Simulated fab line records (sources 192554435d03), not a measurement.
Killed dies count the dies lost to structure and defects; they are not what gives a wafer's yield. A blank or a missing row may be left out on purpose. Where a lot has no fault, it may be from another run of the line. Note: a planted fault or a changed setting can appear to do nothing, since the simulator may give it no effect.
The tool behind it: which one? | flow n5 finfet | 26 wafers from 9 lots sampled at 5 of the route's 1938 steps

WHAT THE GAUGES SHOWED, per wafer
N5_BEOL_M4_RC_MEAS_101. Usual: DIBL_N 36.0 mV/V, standard deviation 1.6; DIBL_P 35.8 mV/V, standard deviation 2; IOFF_N 0.152 nA/um, standard deviation 0.03; IOFF_P 0.20 nA/um, standard deviation 0.031; ION_N 670 uA/um, standard deviation 12; ION_P 459 uA/um, standard deviation 7.4; SS_N 71.5 mV/dec, standard deviation 0.56; SS_P 73.2 mV/dec, standard deviation 0.64; VT_N 251 mV, standard deviation 3.5; VT_P -252 mV, standard deviation 3.3.
lot  | measured     | on        | DIBL_N (mV/V)  | DIBL_P (mV/V)  | IOFF_N (nA/um)    | IOFF_P (nA/um) | ION_N (uA/um) | ION_P (uA/um) | SS_N (mV/dec)  | SS_P (mV/dec)  | VT_N (mV)   | VT_P (mV)      | flag
L161 | day 9 08:02  | prober-02 | 36.5 36.4 35.1 | 36.9 36.1 35.6 | 0.170 0.159 0.143 | 0.23 0.22 0.22 | 681 664 675   | 467 457 469   | 72.2 72.2 72.0 | 73.9 73.9 73.2 | 246 251 252 | -247 -246 -246 |
L165 | day 10 03:13 | prober-01 | 37.4 35.9 37.2 | 36.7 35.6 37.0 | 0.151 0.125 0.155 | 0.20 0.18 0.20 | 674 656 680   | 461 455 463   | 71.8 71.3 72.1 | 73.6 73.2 73.6 | 253 255 250 | -252 -250 -253 |
L166 | day 10 22:27 | prober-01 | 33.6 36.9 34.7 | 34.2 38.5 35.2 | 0.113 0.172 0.136 | 0.19 0.26 0.21 | 644 676 673   | 456 473 473   | 71.4 71.7 71.2 | 72.4 73.6 72.9 | 255 248 253 | -247 -245 -248 |
L168 | day 11 01:23 | prober-01 | 33.4 34.5 36.9 | 30.6 33.8 35.4 | 0.099 0.123 0.152 | 0.15 0.19 0.20 | 645 671 662   | 449 467 460   | 70.3 70.3 72.2 | 71.7 72.5 73.3 | 256 252 249 | -254 -251 -249 |
L172 | day 12 11:36 | prober-01 | 36.2 37.3      | 35.1 37.2      | 0.121 0.154       | 0.17 0.21      | 644 669       | 446 456       | 71.9 72.3      | 72.7 73.1      | 260 253     | -257 -252      |
L177 | day 13 13:57 | prober-01 | 37.7 34.9 34.7 | 38.1 35.4 34.2 | 0.196 0.150 0.131 | 0.22 0.18 0.16 | 686 691 664   | 459 471 449   | 71.2 71.1 70.7 | 73.9 72.9 72.5 | 244 247 250 | -251 -252 -255 |
L180 | day 14 05:24 | prober-02 | 35.8 33.6 34.9 | 34.9 31.3 33.4 | 0.155 0.109 0.135 | 0.19 0.14 0.17 | 680 653 674   | 462 449 463   | 71.8 71.5 71.9 | 72.8 73.0 72.8 | 249 257 250 | -252 -256 -253 |
L183 | day 15 06:46 | prober-01 | 35.3 35.7 37.0 | 36.1 36.1 37.1 | 0.156 0.171 0.177 | 0.23 0.22 0.23 | 681 677 676   | 467 468 465   | 71.0 71.2 71.9 | 73.7 74.0 74.4 | 248 249 251 | -249 -250 -250 |
L184 | day 15 11:20 | prober-02 | 34.3 31.8 33.2 | 34.4 30.1 32.1 | 0.129 0.087 0.113 | 0.17 0.11 0.14 | 655 632 658   | 454 435 449   | 70.4 71.7 71.2 | 72.7 71.6 72.2 | 250 259 255 | -253 -261 -258 |

WHICH TOOL RAN EACH LOT (tool, then ch and the chambers of the sampled wafers, then the start)
lot  | N5_BEOL_M4_ETCHBACK_99             | N5_BEOL_M4_TRENCH_ETCH_37                     | N5_BEOL_M4_STRIP_97                           | N5_BEOL_M4_HM_STRIP_39
L161 | rie diel-06 ch 0,2,3, day 9 01:42  | rie diel-06 ch 0,2,3, day 9 02:08 or earlier  | rie diel-06 ch 0,2,3, day 9 02:08 or earlier  | wet bench-05 ch 5,6,7, day 9 02:08
L165 | rie diel-06 ch 1,2,3, day 9 21:03  | rie diel-06 ch 1,2,3, day 9 21:29 or earlier  | rie diel-06 ch 1,2,3, day 9 21:29 or earlier  | wet bench-03 ch 3,5,6, day 9 21:29
L166 | rie diel-05 ch 1,2,3, day 10 18:10 | rie diel-05 ch 1,2,3, day 10 18:35 or earlier | rie diel-05 ch 1,2,3, day 10 18:35 or earlier | wet bench-05 ch 2,5,6, day 10 18:35
L168 | rie diel-06 ch 1,2, day 10 18:10   | rie diel-06 ch 1,2, day 10 20:22 or earlier   | rie diel-06 ch 1,2, day 10 20:22 or earlier   | wet bench-03 ch 4,5,7, day 10 20:22
L172 | rie diel-05 ch 0, day 12 07:02     | rie diel-05 ch 0, day 12 07:28 or earlier     | rie diel-05 ch 0, day 12 07:28 or earlier     | wet bench-03 ch 2,6, day 12 07:28
L177 | rie diel-02 ch 0,2,3, day 13 08:34 | rie diel-02 ch 0,2,3, day 13 08:59 or earlier | rie diel-02 ch 0,2,3, day 13 08:59 or earlier | wet bench-05 ch 0,6,7, day 13 08:59
L180 | rie diel-05 ch 1,2, day 14 00:26   | rie diel-05 ch 1,2, day 14 00:52 or earlier   | rie diel-05 ch 1,2, day 14 00:52 or earlier   | wet bench-05 ch 0,1,3, day 14 00:52
L183 | rie diel-05 ch 1,2,3, day 15 02:17 | rie diel-05 ch 1,2,3, day 15 02:43 or earlier | rie diel-05 ch 1,2,3, day 15 02:43 or earlier | wet bench-06 ch 0,3,5, day 15 02:43
L184 | rie diel-02 ch 0,2, day 15 06:44   | rie diel-02 ch 0,2, day 15 07:10 or earlier   | rie diel-02 ch 0,2, day 15 07:10 or earlier   | wet bench-06 ch 0,2,6, day 15 07:10
- N5_BEOL_M4_ETCHBACK_99: etches SiO2 in CHF3, target depth 5 nm, time 10.4 s.
- N5_BEOL_M4_TRENCH_ETCH_37: etches SiOC in C4F6/O2, target depth 55.555 nm, time 29.2 s.
- N5_BEOL_M4_STRIP_97: strips in N2/H2, time 10 s.
- N5_BEOL_M4_HM_STRIP_39: strips TiN in peroxide tin strip, target depth 25 nm, time 158 s.

WHAT THE TOOLS THEMSELVES READ (means of the sampled wafers that have a number; where no wafer has one, the mark that the record gives instead)
N5_BEOL_M4_ETCHBACK_99. Usual: bias w 47.02 W (standard deviation 0.14); drypump motor current A 5.7 A (standard deviation 0.44); oes product au 0.79 a.u. (standard deviation 0.087); rf fwd power W 212.6 W (standard deviation 1); rf vpp V 239 V (standard deviation 4.1); showerhead plenum p Torr 2.17 Torr (standard deviation 0.043); throttle valve pct 17.04 % (standard deviation 0.18).
lot  | tool        | bias w (W) | drypump motor current A (A) | oes product au (a.u.) | rf fwd power W (W) | rf vpp V (V) | showerhead plenum p Torr (Torr) | throttle valve pct (%) | flag
L161 | rie diel-06 | 46.89      | 6.0                         | 0.77                  | 212.3              | 243          | 2.15                            | 17.07                  |
L165 | rie diel-06 | 47.05      | 5.9                         | 0.75                  | 212.8              | 240          | 2.15                            | 17.06                  |
L166 | rie diel-05 | 47.11      | 5.4                         | 0.75                  | 212.2              | 238          | 2.14                            | 17.10                  |
L168 | rie diel-06 | 46.74      | 5.9                         | 0.78                  | 211.9              | 242          | 2.17                            | 16.98                  |
L172 | rie diel-05 | 47.05      | 6.2                         | 0.69                  | 212.6              | 243          | 2.13                            | 17.32                  |
L177 | rie diel-02 | 46.95      | 5.8                         | 0.84                  | 213.0              | 238          | 2.20                            | 16.96                  |
L180 | rie diel-05 | 47.07      | 5.5                         | 0.85                  | 213.0              | 240          | 2.12                            | 16.94                  |
L183 | rie diel-05 | 46.98      | 5.4                         | 0.81                  | 212.0              | 238          | 2.13                            | 17.00                  |
L184 | rie diel-02 | 46.97      | 5.4                         | 0.84                  | 212.7              | 236          | 2.17                            | 17.00                  |

N5_BEOL_M4_TRENCH_ETCH_37. Usual: bias w 185.0 W (standard deviation 0.54); drypump motor current A 5.7 A (standard deviation 0.44); oes product au 0.79 a.u. (standard deviation 0.088); rf fwd power W 350.3 W (standard deviation 2.1); rf vpp V 661 V (standard deviation 11); showerhead plenum p Torr 2.86 Torr (standard deviation 0.055); throttle valve pct 20.82 % (standard deviation 0.16).
lot  | tool        | bias w (W) | drypump motor current A (A) | oes product au (a.u.) | rf fwd power W (W) | rf vpp V (V) | showerhead plenum p Torr (Torr) | throttle valve pct (%) | flag
L161 | rie diel-06 | 185.2      | 6.0                         | 0.77                  | 348.6              | 670          | 2.84                            | 20.85                  |
L165 | rie diel-06 | 185.4      | 5.9                         | 0.76                  | 350.0              | 664          | 2.84                            | 20.82                  |
L166 | rie diel-05 | 185.1      | 5.4                         | 0.74                  | 349.4              | 658          | 2.83                            | 20.85                  |
L168 | rie diel-06 | 184.6      | 5.9                         | 0.78                  | 349.2              | 669          | 2.86                            | 20.76                  |
L172 | rie diel-05 | 185.7      | 6.2                         | 0.68                  | 350.0              | 668          | 2.82                            | 21.09                  |
L177 | rie diel-02 | 185.2      | 5.8                         | 0.85                  | 352.1              | 656          | 2.91                            | 20.75                  |
L180 | rie diel-05 | 184.8      | 5.5                         | 0.86                  | 351.4              | 665          | 2.80                            | 20.73                  |
L183 | rie diel-05 | 184.4      | 5.4                         | 0.81                  | 350.6              | 658          | 2.82                            | 20.79                  |
L184 | rie diel-02 | 185.6      | 5.4                         | 0.84                  | 352.5              | 651          | 2.88                            | 20.79                  |

N5_BEOL_M4_STRIP_97. Usual: drypump motor current A 5.7 A, standard deviation 0.44; oes product au 0.80 a.u., standard deviation 0.087; rf vpp V 59.3 V, standard deviation 0.83; showerhead plenum p Torr 2.56 Torr, standard deviation 0.057; throttle valve pct 23.59 %, standard deviation 0.28.
lot  | tool        | drypump motor current A (A) | oes product au (a.u.) | rf vpp V (V) | showerhead plenum p Torr (Torr) | throttle valve pct (%) | flag
L161 | rie diel-06 | 6.0                         | 0.78                  | 58.9         | 2.53                            | 23.62                  |
L165 | rie diel-06 | 5.9                         | 0.75                  | 59.1         | 2.54                            | 23.51                  |
L166 | rie diel-05 | 5.4                         | 0.75                  | 59.5         | 2.54                            | 23.77                  |
L168 | rie diel-06 | 5.9                         | 0.78                  | 59.7         | 2.57                            | 23.56                  |
L172 | rie diel-05 | 6.2                         | 0.70                  | 58.7         | 2.51                            | 23.84                  |
L177 | rie diel-02 | 5.8                         | 0.86                  | 59.4         | 2.60                            | 23.42                  |
L180 | rie diel-05 | 5.5                         | 0.86                  | 58.6         | 2.50                            | 23.45                  |
L183 | rie diel-05 | 5.4                         | 0.81                  | 59.7         | 2.53                            | 23.70                  |
L184 | rie diel-02 | 5.4                         | 0.83                  | 59.5         | 2.57                            | 23.61                  |

N5_BEOL_M4_HM_STRIP_39. Usual: run length s 166 s, standard deviation 3.7.
lot  | tool         | run length s (s) | flag
L161 | wet bench-05 | 163              |
L165 | wet bench-03 | 163              |
L166 | wet bench-05 | 164              |
L168 | wet bench-03 | 163              |
L172 | wet bench-03 | 164              |
L177 | wet bench-05 | 143              | OFF
L180 | wet bench-05 | 145              | OFF
L183 | wet bench-06 | 170              |
L184 | wet bench-06 | 171              |

THE ANSWER, worked out from the rows above alone
Rule: a lot is off if the mean of its wafers that have a number lies more than 3 standard deviations from the usual mean. A lot without any number at a reading at which 4 lots or more have one is off too. All remaining lots with rows at the step are treated as sound. After the gauges, taken in route order, come the tools' own readings; for these a lot's mean is taken, as printed above. The first step at which some lot is off is used, and at that step the reading that is off furthest; a lot without a number counts as furthest.
Off: L177, L180 (N5_BEOL_M4_HM_STRIP_39, run length s).
A tool fits if, at that step or a process step before it, it ran every lot that is off, and no sound lot after the first of them. Because N5_BEOL_M4_TRENCH_ETCH_37 lacks a start for some lots, the hours and order of its lots are taken from N5_BEOL_M4_HM_STRIP_39. Because N5_BEOL_M4_STRIP_97 lacks a start for some lots, the hours and order of its lots are taken from N5_BEOL_M4_HM_STRIP_39. One fits: wet bench-05 at N5_BEOL_M4_HM_STRIP_39. A fault onset in the window from L166 (day 10 18:35, its last sound lot) to L177 (day 13 08:59, its first lot off) fits.
On the lots that are off, the tool's own readings at N5_BEOL_M4_HM_STRIP_39 differ by more than 5 times the standard deviation of the sound lots' means, which bears it out; run length s reads 144 s there versus 165 s on the sound lots.

WHAT THE SIMULATOR HAD PUT IN
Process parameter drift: wet bench-05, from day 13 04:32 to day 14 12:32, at N5_BEOL_M4_HM_STRIP_39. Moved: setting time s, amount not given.
Lots struck among those shown: L177, L180. The rule above found the same.
